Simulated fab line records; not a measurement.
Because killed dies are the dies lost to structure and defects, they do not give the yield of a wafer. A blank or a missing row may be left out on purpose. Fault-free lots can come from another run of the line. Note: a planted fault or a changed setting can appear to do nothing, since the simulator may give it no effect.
Chamber matching -- flow n5Finfet -- pecvd-04 running N5_BEOL_M10_DEP_56: 3 sister chambers
The step deposits SiCN from 3MS/NH3, target thk 15 nm, time 26.5 s. 14 wafers are shown with their chamber, then 7 later ones without.

## EACH WAFER AND ITS CHAMBER
wafer,chamber,throttleValvePct (%),showerheadPlenumPTorr (Torr),chamberPressureTorr (Torr)
L074.3,1,10.1,3.673,3.009
L074.4,0,8.8,3.664,3.012
L074.6,1,10.2,3.669,3.003
L077.3,0,8.9,3.672,2.997
L077.5,1,10.2,3.667,3.001
L077.6,2,8.5,3.652,2.996
L086.3,1,10.2,3.681,2.992
L086.4,2,8.6,3.658,3.004
L086.5,0,9.0,3.661,2.994
L084.2,2,8.5,3.665,2.999
L084.4,2,8.5,3.659,2.999
L084.5,1,10.3,3.675,3.003
L089.2,1,10.3,3.667,3.003
L089.4,0,8.9,3.661,2.996

SIGNATURES (averages over the wafers above)
reading,chamber 0,chamber 1,chamber 2,scatter within a chamber
throttleValvePct,8.900,10.217,8.525,0.0712
showerheadPlenumPTorr,3.66450,3.67200,3.65850,0.00536
chamberPressureTorr,2.99975,3.00183,2.99950,0.00596
Rule: for each reading, subtract the chamber's mean from the wafer's reading, divide by that reading's scatter and square the result; add these up over the readings and take the root, which gives the wafer's distance from the chamber. If the next closest chamber is less than 2 further off than the closest, the wafer can't be placed; otherwise it belongs to the closest. The scatter: take each reading less its chamber's mean, square it, sum over the shown wafers, divide by the number of wafers less the number of chambers, and take the root.

## WAFERS WITHOUT THEIR CHAMBER
wafer,throttleValvePct (%),showerheadPlenumPTorr (Torr),chamberPressureTorr (Torr)
L089.6,10.2,3.672,3.015
L090.2,8.8,3.654,2.999
L090.4,8.6,3.663,3.002
L090.5,8.7,3.667,3.008
L095.2,8.7,3.657,3.002
L095.3,8.5,3.666,2.998
L095.5,8.3,3.669,3.008

## THE CHAMBER EACH PASSED THROUGH
wafer,from the rows above,in truth
L089.6,1,1
L090.2,can't be placed: 0 or 2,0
L090.4,2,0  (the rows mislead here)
L090.5,can't be placed: 0 or 2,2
L095.2,can't be placed: 2 or 0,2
L095.3,2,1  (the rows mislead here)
L095.5,2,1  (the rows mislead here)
1 of 7 placed correctly. Unplaceable from these rows: 3, with the true chamber sitting among the candidates in 3. Wrongly placed: 3.
